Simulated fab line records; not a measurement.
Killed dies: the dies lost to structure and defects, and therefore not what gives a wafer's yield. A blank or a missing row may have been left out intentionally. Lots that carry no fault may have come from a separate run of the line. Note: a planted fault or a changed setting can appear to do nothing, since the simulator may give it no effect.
Which tool is to blame?    flow nand harc    33 wafers from 11 lots sampled at 5 of the route's 1159 steps

== WHAT THE GAUGES READ, wafer by wafer ==
NHARC_END_SORT_01. Usual: killed at array 26, standard deviation 8.4; killed at other 0.7, standard deviation 0.97; killed at periphery 3.2, standard deviation 2.2; killed dies 30, standard deviation 8.5; killed open 3.4, standard deviation 2; killed short 2, standard deviation 1.3.
lot   measured      on         killed at array  killed at other  killed at periphery  killed dies  killed open  killed short  flag
L276  day 21 17:31  prober-02  30 26 26         0 1 0            2 6 1                32 33 27     5 8 3        2 2 1         
L275  day 22 01:18  prober-02  71 77 80         0 0 0            1 1 3                72 78 83     0 3 5        1 3 2         OFF
L279  day 22 09:04  prober-01  43 46 36         0 0 1            6 1 4                49 47 41     3 8 6        3 2 3         
L278  day 22 16:49  prober-02  113 98 68        0 0 1            3 0 2                116 98 71    2 2 3        0 1 0         OFF
L280  day 22 19:26  prober-01  19 16 14         1 0 0            2 3 5                22 19 19     4 5 4        3 2 1         
L283  day 23 08:25  prober-02  43 33 40         1 2 0            3 3 1                47 38 41     1 3 3        2 0 3         
L287  day 23 18:33  prober-02  32 33 32         0 0 0            5 4 5                37 37 37     1 8 5        5 3 2         

== EACH LOT AND THE TOOL THAT RAN IT (in order: tool; ch and the chambers of the sampled wafers; start) ==
lot   NHARC_A_CONTACT_ETCH_51             NHARC_THIN_TSV_ETCH_44              NHARC_THIN_TSV_ETCH_15            NHARC_THIN_TSV_DESCUM_35
L267  rie diel-03 ch 0,2,3, day 16 01:41  rie diel-09 ch 0,2,3, day 18 11:02  rie si-02 ch 0,2,3, day 18 11:37  rie diel-09 ch 0,1,2, day 18 17:04
L268  rie diel-03 ch 0,2,3, day 16 06:07  rie diel-01 ch 0,2,3, day 18 20:08  rie si-02 ch 0,1,2, day 18 20:42  rie diel-06 ch 1,2,3, day 19 02:00
L269  rie diel-11 ch 0,2, day 16 23:36    rie diel-01 ch 0,1,2, day 19 04:13  rie si-01 ch 2,3, day 19 04:48    rie diel-01 ch 0,1, day 19 10:10
L273  rie diel-10 ch 0,2, day 18 02:34    rie diel-06 ch 1,2, day 20 10:19    rie si-01 ch 1,2,3, day 20 10:51  rie diel-01 ch 1,2,3, day 20 16:34
L276  rie diel-10 ch 1,3, day 18 23:55    rie diel-01 ch 1,2,3, day 21 01:21  rie si-02 ch 0,2, day 21 01:49    rie diel-06 ch 1,2,3, day 21 07:00
L275  rie diel-10 ch 0,3, day 19 04:26    rie diel-06 ch 0,1,3, day 21 05:46  rie si-02 ch 0,1,3, day 21 06:14  rie diel-06 ch 1,2, day 21 11:44
L279  rie diel-03 ch 0,2,3, day 19 09:58  rie diel-09 ch 1,2,3, day 21 18:34  rie si-01 ch 0,1,2, day 21 19:08  rie diel-06 ch 0,1,3, day 22 00:18
L278  rie diel-10 ch 0,1,2, day 19 10:21  rie diel-06 ch 0,1,2, day 21 20:57  rie si-04 ch 1,2,3, day 21 21:32  rie diel-06 ch 0,1,2, day 22 03:14
L280  rie diel-11 ch 1,2,3, day 19 22:58  rie diel-06 ch 0,3, day 21 22:10    rie si-02 ch 0,3, day 21 22:44    rie diel-06 ch 1,2,3, day 22 03:57
L283  rie diel-03 ch 0,1,2, day 20 04:39  rie diel-01 ch 0,1,3, day 22 16:26  rie si-01 ch 2,3, day 22 17:01    rie diel-01 ch 2,3, day 22 22:27
L287  rie diel-11 ch 0,3, day 20 19:37    rie diel-09 ch 0,1,3, day 23 00:15  rie si-02 ch 0,1,3, day 23 00:42  rie diel-01 ch 0,3, day 23 05:55
- NHARC_A_CONTACT_ETCH_51: etches the open film in O2/COS, target depth 3600 nm, time 936 s.
- NHARC_THIN_TSV_ETCH_44: etches the open film in CF4/O2, target depth 1594.2 nm, time 797.1 s.
- NHARC_THIN_TSV_ETCH_15: target depth 3000 nm, bosch target overetch cycles 2, bosch etch step 2.8 s.
- NHARC_THIN_TSV_DESCUM_35: chemistry O2, time 3 s.

== AS READ BY THE TOOLS THEMSELVES (means over the sampled wafers that have a number; for cases with no such wafer, the mark the record gives instead) ==
NHARC_A_CONTACT_ETCH_51. Usual: drypump motor current A 5.6 A, standard deviation 0.39; o2 flow sccm 399.9 sccm, standard deviation 1.3; oes product au 1.005 a.u., standard deviation 0.016; rf vpp V 313.6 V, standard deviation 2.6; showerhead plenum p Torr 3.08 Torr, standard deviation 0.17; throttle valve pct 28.331 %, standard deviation 0.0094.
lot   tool         drypump motor current A (A)  o2 flow sccm (sccm)  oes product au (a.u.)  rf vpp V (V)  showerhead plenum p Torr (Torr)  throttle valve pct (%)  flag
L267  rie diel-03  5.6                          401.0                1.015                  315.4         3.18                             28.328                  
L268  rie diel-03  5.6                          399.5                1.010                  314.0         3.18                             28.334                  
L269  rie diel-11  6.4                          400.7                0.998                  313.3         3.06                             28.334                  
L273  rie diel-10  5.8                          401.0                0.995                  314.2         3.14                             28.329                  
L276  rie diel-10  5.3                          400.2                1.023                  311.2         2.95                             28.331                  
L275  rie diel-10  5.4                          398.7                1.007                  313.2         3.05                             28.328                  
L279  rie diel-03  5.6                          399.7                1.007                  316.9         3.32                             28.328                  
L278  rie diel-10  5.7                          399.9                1.005                  314.0         3.08                             28.330                  
L280  rie diel-11  5.6                          400.1                0.993                  311.1         2.91                             28.327                  
L283  rie diel-03  5.5                          399.2                1.014                  316.1         3.20                             28.340                  
L287  rie diel-11  6.3                          399.2                0.984                  316.1         3.20                             28.333                  

NHARC_THIN_TSV_ETCH_44. Usual: drypump motor current A 5.6 A, standard deviation 0.48; o2 flow sccm 10.003 sccm, standard deviation 0.027; oes product au 1.001 a.u., standard deviation 0.014; rf vpp V 793 V, standard deviation 4.3; showerhead plenum p Torr 1.81 Torr, standard deviation 0.067; throttle valve pct 16.914 %, standard deviation 0.01.
lot   tool         drypump motor current A (A)  o2 flow sccm (sccm)  oes product au (a.u.)  rf vpp V (V)  showerhead plenum p Torr (Torr)  throttle valve pct (%)  flag
L267  rie diel-09  5.8                          10.018               0.984                  790           1.76                             16.912                  
L268  rie diel-01  5.6                          9.982                0.998                  794           1.82                             16.914                  
L269  rie diel-01  5.7                          9.999                1.005                  791           1.79                             16.922                  
L273  rie diel-06  5.6                          9.979                0.997                  798           1.88                             16.913                  
L276  rie diel-01  5.7                          9.991                1.009                  793           1.82                             16.912                  
L275  rie diel-06  5.3                          9.967                0.994                  793           1.82                             16.905                  
L279  rie diel-09  6.1                          10.019               1.015                  789           1.74                             16.913                  
L278  rie diel-06  5.4                          10.008               1.009                  795           1.85                             16.919                  
L280  rie diel-06  5.3                          10.005               1.003                  793           1.81                             16.905                  
L283  rie diel-01  5.4                          10.006               0.984                  791           1.77                             16.913                  
L287  rie diel-09  5.9                          9.999                0.997                  788           1.74                             16.918                  

NHARC_THIN_TSV_ETCH_15. Usual: drypump motor current A 5.7 A, standard deviation 0.41; he backside leak sccm 2.67 sccm, standard deviation 0.27.
lot   tool       drypump motor current A (A)  he backside leak sccm (sccm)  flag
L267  rie si-02  5.5                          2.64                          
L268  rie si-02  5.8                          2.82                          
L269  rie si-01  6.0                          2.57                          
L273  rie si-01  5.8                          2.62                          
L276  rie si-02  5.6                          2.75                          
L275  rie si-02  5.8                          2.62                          
L279  rie si-01  5.5                          2.53                          
L278  rie si-04  5.4                          2.67                          
L280  rie si-02  5.6                          2.47                          
L283  rie si-01  6.0                          2.62                          
L287  rie si-02  5.7                          2.71                          

NHARC_THIN_TSV_DESCUM_35. Usual: drypump motor current A 5.6 A, standard deviation 0.51; o2 flow sccm 200.0 sccm, standard deviation 0.6; oes product au 1.001 a.u., standard deviation 0.014; rf vpp V 57.6 V, standard deviation 0.93; showerhead plenum p Torr 1.89 Torr, standard deviation 0.078; throttle valve pct 11.312 %, standard deviation 0.0091.
lot   tool         drypump motor current A (A)  o2 flow sccm (sccm)  oes product au (a.u.)  rf vpp V (V)  showerhead plenum p Torr (Torr)  throttle valve pct (%)  flag
L267  rie diel-09  6.3                          199.9                0.995                  57.0          1.83                             11.312                  
L268  rie diel-06  5.5                          200.2                1.011                  58.1          1.96                             11.306                  
L269  rie diel-01  5.5                          199.7                0.987                  57.6          1.81                             11.309                  
L273  rie diel-01  5.7                          200.0                1.009                  57.3          1.90                             11.312                  
L276  rie diel-06  5.6                          200.0                0.995                  58.0          1.96                             11.308                  
L275  rie diel-06  5.7                          199.7                1.006                  58.6          2.00                             11.314                  
L279  rie diel-06  5.3                          200.0                0.995                  57.5          1.89                             11.311                  
L278  rie diel-06  5.4                          199.8                0.997                  58.4          1.93                             11.306                  
L280  rie diel-06  5.6                          200.3                1.002                  57.7          1.96                             11.306                  
L283  rie diel-01  5.7                          200.1                0.999                  58.1          1.93                             11.320                  
L287  rie diel-01  5.3                          200.7                0.986                  57.4          1.84                             11.317                  

== THE ANSWER, worked out from the rows above alone ==
Rule: a lot counts as off when the mean over its wafers that have a number is more than 3 standard deviations away from the usual mean. Also off: a lot with no number at a reading for which 4 or more lots have one. Any other lot the step has rows for is counted as sound. The gauges are gone through in route order, then the tools' own readings, and for those a lot's mean is taken as printed above. At the first step where some lot is off, the reading lying furthest off is the one used; lots without a number count as furthest.
Off, at NHARC_END_SORT_01 on killed at array: L275, L278. Neither off nor sound, because the step has no rows for them: L267, L268, L269, L273.
If a tool, at a process step before that reading, ran all the lots that are off and no sound lot after the first of them, it fits. Those tools and the gauges at NHARC_END_SORT_01 are tried in the same way. One fits: NHARC_A_CONTACT_ETCH_51 on rie diel-10. A fault onset in the window from L276 (day 18 23:55, its last sound lot) to L275 (day 19 04:26, its first lot off) fits.

== WHAT THE SIMULATOR HAD PUT IN ==
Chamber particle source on rie diel-10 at NHARC_A_CONTACT_ETCH_51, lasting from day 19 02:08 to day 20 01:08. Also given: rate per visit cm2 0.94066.
Struck lots among those shown: L275, L278. The same result came from the rule above.
